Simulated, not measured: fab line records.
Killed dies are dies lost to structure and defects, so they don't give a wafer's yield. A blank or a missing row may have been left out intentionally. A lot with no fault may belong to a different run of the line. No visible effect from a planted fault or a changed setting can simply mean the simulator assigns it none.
Matching of chambers / flow n5 finfet / rie diel-01 running N5_BEOL_M6_ETCH_65: 4 sister chambers
The step etches SiARC in CF4, target depth 15.6 nm, time 26 s. 14 wafers are shown with their chamber, then 7 later ones without.

## WAFERS WITH THEIR CHAMBER
wafer=L075.3; chamber=3; drypump motor current A (A)=5.8; showerhead plenum p Torr (Torr)=2.22; throttle valve pct (%)=15.86
wafer=L075.4; chamber=1; drypump motor current A (A)=5.2; showerhead plenum p Torr (Torr)=2.06; throttle valve pct (%)=15.96
wafer=L075.6; chamber=0; drypump motor current A (A)=6.3; showerhead plenum p Torr (Torr)=2.13; throttle valve pct (%)=15.94
wafer=L078.3; chamber=2; drypump motor current A (A)=5.1; showerhead plenum p Torr (Torr)=2.13; throttle valve pct (%)=15.72
wafer=L078.4; chamber=1; drypump motor current A (A)=5.2; showerhead plenum p Torr (Torr)=2.06; throttle valve pct (%)=15.98
wafer=L078.5; chamber=0; drypump motor current A (A)=6.3; showerhead plenum p Torr (Torr)=2.12; throttle valve pct (%)=15.95
wafer=L081.2; chamber=3; drypump motor current A (A)=5.7; showerhead plenum p Torr (Torr)=2.22; throttle valve pct (%)=15.89
wafer=L081.5; chamber=3; drypump motor current A (A)=5.7; showerhead plenum p Torr (Torr)=2.22; throttle valve pct (%)=15.88
wafer=L081.6; chamber=0; drypump motor current A (A)=6.3; showerhead plenum p Torr (Torr)=2.12; throttle valve pct (%)=15.99
wafer=L082.2; chamber=0; drypump motor current A (A)=6.3; showerhead plenum p Torr (Torr)=2.12; throttle valve pct (%)=15.98
wafer=L082.3; chamber=2; drypump motor current A (A)=5.1; showerhead plenum p Torr (Torr)=2.13; throttle valve pct (%)=15.73
wafer=L082.6; chamber=0; drypump motor current A (A)=6.3; showerhead plenum p Torr (Torr)=2.12; throttle valve pct (%)=15.96
wafer=L091.2; chamber=3; drypump motor current A (A)=5.8; showerhead plenum p Torr (Torr)=2.21; throttle valve pct (%)=15.90
wafer=L091.3; chamber=1; drypump motor current A (A)=5.2; showerhead plenum p Torr (Torr)=2.05; throttle valve pct (%)=16.02

SIGNATURES, as means of the wafers listed above
reading=drypump motor current A; chamber 0=6.300; chamber 1=5.200; chamber 2=5.100; chamber 3=5.750; scatter within a chamber=0.0316
reading=showerhead plenum p Torr; chamber 0=2.1220; chamber 1=2.0567; chamber 2=2.1300; chamber 3=2.2175; scatter within a chamber=0.00471
reading=throttle valve pct; chamber 0=15.9640; chamber 1=15.9867; chamber 2=15.7250; chamber 3=15.8825; scatter within a chamber=0.0212
Rule: for each reading, subtract the chamber's mean from the wafer's reading, divide by that reading's scatter and square the result; add these up over the readings and take the root, which gives the wafer's distance from the chamber. The wafer belongs to the nearest chamber; if the next one is less than 2 further off, it can't be placed. The scatter: take each reading less its chamber's mean, square it, sum over the shown wafers, divide by the number of wafers less the number of chambers, and take the root.

## WAFERS WITH NO CHAMBER GIVEN
wafer=L091.6; drypump motor current A (A)=5.1; showerhead plenum p Torr (Torr)=2.12; throttle valve pct (%)=15.77
wafer=L092.3; drypump motor current A (A)=5.2; showerhead plenum p Torr (Torr)=2.12; throttle valve pct (%)=15.75
wafer=L092.5; drypump motor current A (A)=6.3; showerhead plenum p Torr (Torr)=2.11; throttle valve pct (%)=16.00
wafer=L092.6; drypump motor current A (A)=5.1; showerhead plenum p Torr (Torr)=2.12; throttle valve pct (%)=15.77
wafer=L095.2; drypump motor current A (A)=5.1; showerhead plenum p Torr (Torr)=2.12; throttle valve pct (%)=15.77
wafer=L095.4; drypump motor current A (A)=5.7; showerhead plenum p Torr (Torr)=2.21; throttle valve pct (%)=15.92
wafer=L095.6; drypump motor current A (A)=6.3; showerhead plenum p Torr (Torr)=2.11; throttle valve pct (%)=16.02

## WHICH CHAMBER EACH WENT THROUGH
wafer=L091.6; from the rows above=2; in truth=2
wafer=L092.3; from the rows above=2; in truth=2
wafer=L092.5; from the rows above=0; in truth=0
wafer=L092.6; from the rows above=2; in truth=2
wafer=L095.2; from the rows above=2; in truth=2
wafer=L095.4; from the rows above=3; in truth=3
wafer=L095.6; from the rows above=0; in truth=0
Placed correctly: 7 of 7. Number that these rows cannot place: 0. Placed wrongly: 0.
